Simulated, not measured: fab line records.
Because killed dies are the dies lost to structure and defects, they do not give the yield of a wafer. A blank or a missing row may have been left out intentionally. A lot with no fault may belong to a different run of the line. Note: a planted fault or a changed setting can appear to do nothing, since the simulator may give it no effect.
Matching of chambers / flow n5Finfet / N5_ILD0_CMP_12 on cmp-04: 4 sister chambers
The step polishes SiNx, stops on poly-Si, t overpolish 6 s, target thk 17.67 nm. 4 wafers are shown with their chamber, then 7 later ones without.

WAFERS, EACH WITH ITS CHAMBER
wafer=L573.6; chamber=1; motorCurrentA (A)=8.3
wafer=L576.4; chamber=3; motorCurrentA (A)=9.0
wafer=L580.1; chamber=2; motorCurrentA (A)=9.1
wafer=L580.2; chamber=0; motorCurrentA (A)=9.1

WAFERS WITH NO CHAMBER GIVEN
wafer=L580.5; motorCurrentA (A)=9.2
wafer=L581.3; motorCurrentA (A)=9.1
wafer=L581.4; motorCurrentA (A)=9.7
wafer=L581.5; motorCurrentA (A)=9.4
wafer=L585.1; motorCurrentA (A)=8.6
wafer=L585.4; motorCurrentA (A)=9.2
wafer=L585.5; motorCurrentA (A)=9.8

EACH ONE'S CHAMBER
wafer=L580.5; from the rows above=can't be placed: 0 or 2 or 3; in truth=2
wafer=L581.3; from the rows above=can't be placed: 0 or 2 or 3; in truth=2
wafer=L581.4; from the rows above=can't be placed: 0 or 2 or 3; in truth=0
wafer=L581.5; from the rows above=can't be placed: 0 or 2 or 3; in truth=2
wafer=L585.1; from the rows above=can't be placed: 1 or 3 or 0 or 2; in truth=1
wafer=L585.4; from the rows above=can't be placed: 0 or 2 or 3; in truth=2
wafer=L585.5; from the rows above=can't be placed: 0 or 2 or 3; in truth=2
0 of 7 placed correctly. These rows do not allow placing 7 (true chamber among the candidates in 7). Wrongly placed: 0.
How it was worked out, from the rows above alone: a wafer's distance from a chamber is the root of the sum, over the readings, of the square of ((its reading less the chamber's mean) divided by the reading's scatter). If the next closest chamber is less than 2 further off than the closest, the wafer can't be placed; otherwise it belongs to the closest. A chamber's mean is the mean of its shown wafers. The scatter: root of mean squared gap, hidden wafer to nearest shown wafer, with one shown wafer a chamber.
